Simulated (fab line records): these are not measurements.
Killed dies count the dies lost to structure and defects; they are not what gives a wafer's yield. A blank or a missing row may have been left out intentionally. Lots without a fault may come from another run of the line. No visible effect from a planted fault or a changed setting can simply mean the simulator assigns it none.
A struck lot beside a sound one || flow nandHarc || 14 steps out of a route of 1159
Sound: these wafers, L778.3, L778.5, L778.6. Struck: wafer L785.1. (L785.2, L785.3 of the same lot were not struck and are left out.) The cause comes at the end.
Each step with rows lists, per side, the tool, then ch with its chambers, then its first start. Under that, the readings that differ: sound wafers || struck wafers || difference of the means || sigmas: that difference in standard deviations of wafers without a fault.
alike: same words and numbers on both sides, and readings whose means sit less than 2 such deviations apart. not compared: any withheld reading, any reading some wafer has no value for, any bound like >300 that may hide the same value, and any number with overlapping values for which the record gives no deviation.
Wherever a step has rows on one side only, a row that says differs or no value, or a row with sigmas, the two part there. When numbers do not overlap yet have no deviation, they are printed without sigmas and do not part them. A reading missing from all wafers of one side parts the sides only when that side holds two or more wafers.

NHARC_A_SOURCE_PLATE_THK_MEAS_06: measures by ellipsometry.
  sound on filmMetro-02 at day 7 23:46; struck on filmMetro-02 at day 9 17:16
  alike: thkNm
NHARC_A_SOURCE_PLATE_INSPECT_08:
  sound on defectInspect-02 at day 7 23:50; struck on defectInspect-02 at day 9 17:20
  alike: rawDefectCount
next comes 1 step that has no rows for these wafers: NHARC_A_ONON_D1_DEP_00 (target thickness 1000 nm).
NHARC_A_ONON_D1_THK_MEAS_02: measures by ellipsometry.
  sound on filmMetro-02 at day 8 00:24; struck on filmMetro-02 at day 9 18:10
  alike: thkNm
next comes 1 step that has no rows for these wafers: NHARC_A_ONON_D1_DEP_03 (target thickness 1000 nm).
NHARC_A_ONON_D1_THK_MEAS_05: measures by ellipsometry.
  sound on filmMetro-02 at day 8 00:58; struck on filmMetro-02 at day 9 18:52
  alike: thkNm
next comes 1 step that has no rows for these wafers: NHARC_A_ONON_D1_DEP_06 (target thickness 1000 nm).
NHARC_A_ONON_D1_THK_MEAS_08: measures by ellipsometry.
  sound on filmMetro-01 at day 8 01:32; struck on filmMetro-01 at day 9 19:26
  alike: thkNm
next comes 1 step that has no rows for these wafers: NHARC_A_ONON_D1_DEP_09 (target thickness 1000 nm).
NHARC_A_ONON_D1_THK_MEAS_11: measures by ellipsometry.
  sound on filmMetro-01 at day 8 02:07; struck on filmMetro-01 at day 9 20:02
  alike: thkNm
NHARC_A_ONON_D1_DEP_12: target thk 1000 nm.
  sound on pecvdOnon-04 ch 0, day 8 02:17; struck on pecvdOnon-04 ch 0, day 9 20:07
NHARC_A_ONON_D1_THK_MEAS_14: measures by ellipsometry.
  sound on filmMetro-02 at day 8 02:41; struck on filmMetro-02 at day 9 20:38
{"reading": "thkNm (nm)", "sound": "990 989 989", "struck": 837, "difference": -152, "sigmas": -15}
then, 1 step without rows for these wafers: NHARC_A_ONON_D1_ANNEAL_15 (time 3600 s).
-- the record jumps here: 12 days lie between the struck wafers' starts before and after (it left off in module A_ONON_D1 and takes up again in module END, whose first step shown is number 1159 of the route) --
NHARC_END_SORT_01:
  only the struck wafers appear in the record here, on prober-02 ch 0 at day 21 22:01; the sound ones have no rows

== WHERE THEY PART ==
First at NHARC_A_ONON_D1_THK_MEAS_14; last, within this record, at NHARC_END_SORT_01.

WHY: what the simulator had put in
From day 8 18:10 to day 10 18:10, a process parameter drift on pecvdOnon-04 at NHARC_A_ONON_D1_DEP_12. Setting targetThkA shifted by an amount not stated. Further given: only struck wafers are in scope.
